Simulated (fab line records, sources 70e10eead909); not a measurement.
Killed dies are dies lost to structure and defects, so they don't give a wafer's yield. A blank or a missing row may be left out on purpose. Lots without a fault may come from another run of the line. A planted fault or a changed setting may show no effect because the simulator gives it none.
Chamber matching | flow nand_harc | NHARC_A_CONTACT_ETCH_92 on rie_diel-07: 4 sister chambers
The step etches the open film in CH3F/O2, target depth 40 nm, time 85.7 s. 8 wafers are shown with their chamber, then 8 later ones without.

WAFERS WITH THEIR CHAMBER
wafer  | chamber | showerhead_plenum_p_Torr (Torr) | drypump_motor_current_A (A)
L079.6 | 0       | 2.59                            | 5.75
L085.1 | 1       | 2.29                            | 5.90
L085.2 | 2       | 2.37                            | 5.10
L085.4 | 3       | 2.65                            | 5.78
L089.3 | 1       | 2.29                            | 5.92
L089.4 | 2       | 2.36                            | 5.09
L089.5 | 3       | 2.65                            | 5.77
L092.1 | 0       | 2.58                            | 5.73

WAFERS WITHOUT THEIR CHAMBER
wafer  | showerhead_plenum_p_Torr (Torr) | drypump_motor_current_A (A)
L092.3 | 2.29                            | 5.92
L092.4 | 2.65                            | 5.78
L096.3 | 2.58                            | 5.75
L096.4 | 2.65                            | 5.75
L096.6 | 2.65                            | 5.75
L095.1 | 2.58                            | 5.75
L095.2 | 2.65                            | 5.79
L095.3 | 2.36                            | 5.10

WHICH CHAMBER EACH WENT THROUGH
wafer  | from the rows above | in truth
L092.3 | 1                   | 1
L092.4 | 3                   | 3
L096.3 | 0                   | 0
L096.4 | 3                   | 3
L096.6 | 3                   | 3
L095.1 | 0                   | 0
L095.2 | 3                   | 3
L095.3 | 2                   | 2
Placed correctly: 8 of 8. Can't be placed from these rows: 0. Placed wrongly: 0.
How it was worked out, from the rows above alone: a wafer's distance from a chamber is the root of the sum, over the readings, of the square of ((its reading less the chamber's mean) divided by the reading's scatter). The wafer belongs to the nearest chamber; if the next one is less than 2 further off, it can't be placed. A chamber's mean is the mean of its shown wafers. The scatter: the root of (the sum of the squares of (reading less its chamber's mean) over the shown wafers, divided by (wafers less chambers)).
